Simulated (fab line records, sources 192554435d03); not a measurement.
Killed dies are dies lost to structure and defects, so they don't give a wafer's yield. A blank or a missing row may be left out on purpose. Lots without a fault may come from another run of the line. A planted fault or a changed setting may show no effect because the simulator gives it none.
A struck lot beside a sound one | flow n5_finfet | 37 steps out of a route of 1938
Sound: wafers L533.1, L533.4, L533.6. Struck: wafer L521.6. (L521.3 of the same lot was not struck and is left out.) The cause comes at the end.
At each step with rows: each side's tool, then ch and its chambers, then its first start. Under that, the readings that differ: sound wafers | struck wafers | difference of the means | sigmas: that difference in standard deviations of wafers without a fault.
alike: readings whose means differ by less than 2 such deviations, and words and numbers that are the same on both sides. not compared: withheld readings, readings that some wafer has no value for, bounds like >300 that may hide the same value, and numbers for which the record gives no deviation and whose values overlap.
The two part at a step that has a row with sigmas, a row that says differs or no value, or rows on one side only. Numbers that don't overlap but have no deviation are shown without sigmas and don't part them. A reading that every wafer of one side lacks parts them only if that side has two wafers or more.

first, 9 steps without rows for these wafers: N5_MOL_CONTACT_COAG_COAT_34 (resist thk 40 nm); N5_MOL_CONTACT_COAG_EBR_36; N5_MOL_CONTACT_COAG_SOFTBAKE_35 (time 60 s); N5_MOL_CONTACT_COAG_EXPOSE_37 (exposes mask VD, defocus 0 nm); N5_MOL_CONTACT_COAG_PEB_38 (peb time 60 s); N5_MOL_CONTACT_COAG_DEVELOP_39 (develop time 30 s); N5_MOL_CONTACT_COAG_DESCUM_45 (chemistry O2, time 7 s); N5_MOL_CONTACT_COAG_ETCH_65 (etches underlayer in N2/H2, target depth 13 nm, time 10.4 s); N5_MOL_CONTACT_COAG_ETCH_66 (etches SiARC in CF4, target depth 13 nm, time 21.7 s).
N5_MOL_CONTACT_COAG_ALD_133: deposits SiO2, target thk 5 nm, pulse time 1 s, co reactant pulse time 1 s.
  sound on ald_sin-03 ch 1,2,3, day 10 21:47; struck on ald_sin-04 ch 1, day 8 03:11
  reading                                            | sound    | struck | difference | sigmas
  ald_cycles                                         | 35 35 35 | 55     | +20        |
  model.SiO2_of_MOL_CONTACT_COAG_ALD_133.thk_nm (nm) | 5 5 5    | 7.8    | +2.8       |
  alike: heater_power_w, precursor_pulse_height_rel
then, 25 steps without rows for these wafers: N5_MOL_CONTACT_COAG_ETCHBACK_134 (etches SiO2 in CHF3, target depth 10 nm, time 6.7 s); N5_MOL_CONTACT_COAG_ETCH_67 (etches SOC in N2/H2, target depth 60 nm, overetch 21 nm, time 101.2 s); N5_MOL_CONTACT_COAG_STRIP_68 (strips in N2/H2); N5_MOL_CONTACT_COAG_STRIP_69 (strips in N2/H2); N5_MOL_CONTACT_COAG_ETCHBACK_136 (etches SiO2 in CHF3, target depth 25 nm, time 16.7 s); N5_MOL_CONTACT_COAG_STRIP_120 (strips in CHF3); N5_MOL_CONTACT_COAG_VIA_ETCH_117 (etches SiO2 in C4F6/O2, target depth 40 nm, overetch 8 nm, time 26 s); N5_MOL_CONTACT_COAG_ETCH_124 (etches SiNx in CH3F/O2, stops on SiOC, target depth 6.5 nm); N5_MOL_CONTACT_COAG_ETCH_48 (etches SiOC in C4F6/O2, target depth 15 nm, overetch 4.5 nm, time 17 s); N5_MOL_CONTACT_COAG_STRIP_72 (strips in N2/H2); N5_MOL_CONTACT_COAG_STRIP_49 (strips in N2/H2, time 30 s); N5_MOL_CONTACT_COAG_PRECLEAN_138 (cleans in alkaline clean, time 60 s); N5_MOL_CONTACT_COAG_SRD_139 (time 30 s); N5_MOL_CONTACT_COAG_PRE_CLEAN_121; N5_MOL_CONTACT_COAG_CVD_140 (deposits W, target thk 66.5 nm, time 215 s); N5_MOL_CONTACT_COAG_PRECLEAN_127 (cleans in DIW, time 57.5 s); N5_MOL_CONTACT_COAG_SRD_128 (dry time 32 s); N5_MOL_CONTACT_COAG_CMP_52 (polishes, stops on SiO2, t overpolish 1.5 s, target thk 66.5 nm); N5_MOL_CONTACT_COAG_ANNEAL_112 (time 1800 s); N5_BEOL_M0_SAQP_PECVD_00 (deposits SiCN from 3MS/NH3, target thk 8 nm, time 14 s); N5_BEOL_M0_SAQP_ILD_DEP_01 (deposits SiOC from DEMS/O2, target thk 45.419 nm, time 8.7 s); N5_BEOL_M0_SAQP_HM_DEP_02 (deposits TiN, target thk 12 nm); N5_BEOL_M0_SAQP_PECVD_03 (deposits SiCN from 3MS/NH3, target thk 12 nm, time 21.1 s); N5_BEOL_M0_SAQP_PECVD_96 (deposits a-Si from SiH4/He, target thk 45 nm, time 45.2 s); N5_BEOL_M0_SAQP_PECVD_97 (deposits SiNx from SiH4/NH3/N2, target thk 23 nm, time 19.9 s).
N5_BEOL_M4_RC_MEAS_101:
  the record has rows for the sound wafers here (prober-02 ch 0, day 15 06:11) and none for the struck ones
-- the record jumps here: 9 days lie between the struck wafers' starts before and after (it left off in module BEOL_M4 and takes up again in module PASSIVATION, whose first step shown is number 1936 of the route) --
N5_PASSIVATION_PROBE_49:
  the record has rows for the struck wafers here (prober-02, day 16 22:17) and none for the sound ones

WHERE THEY PART
First at N5_BEOL_M4_RC_MEAS_101; last, within this record, at N5_PASSIVATION_PROBE_49.

WHY: what the simulator had put in
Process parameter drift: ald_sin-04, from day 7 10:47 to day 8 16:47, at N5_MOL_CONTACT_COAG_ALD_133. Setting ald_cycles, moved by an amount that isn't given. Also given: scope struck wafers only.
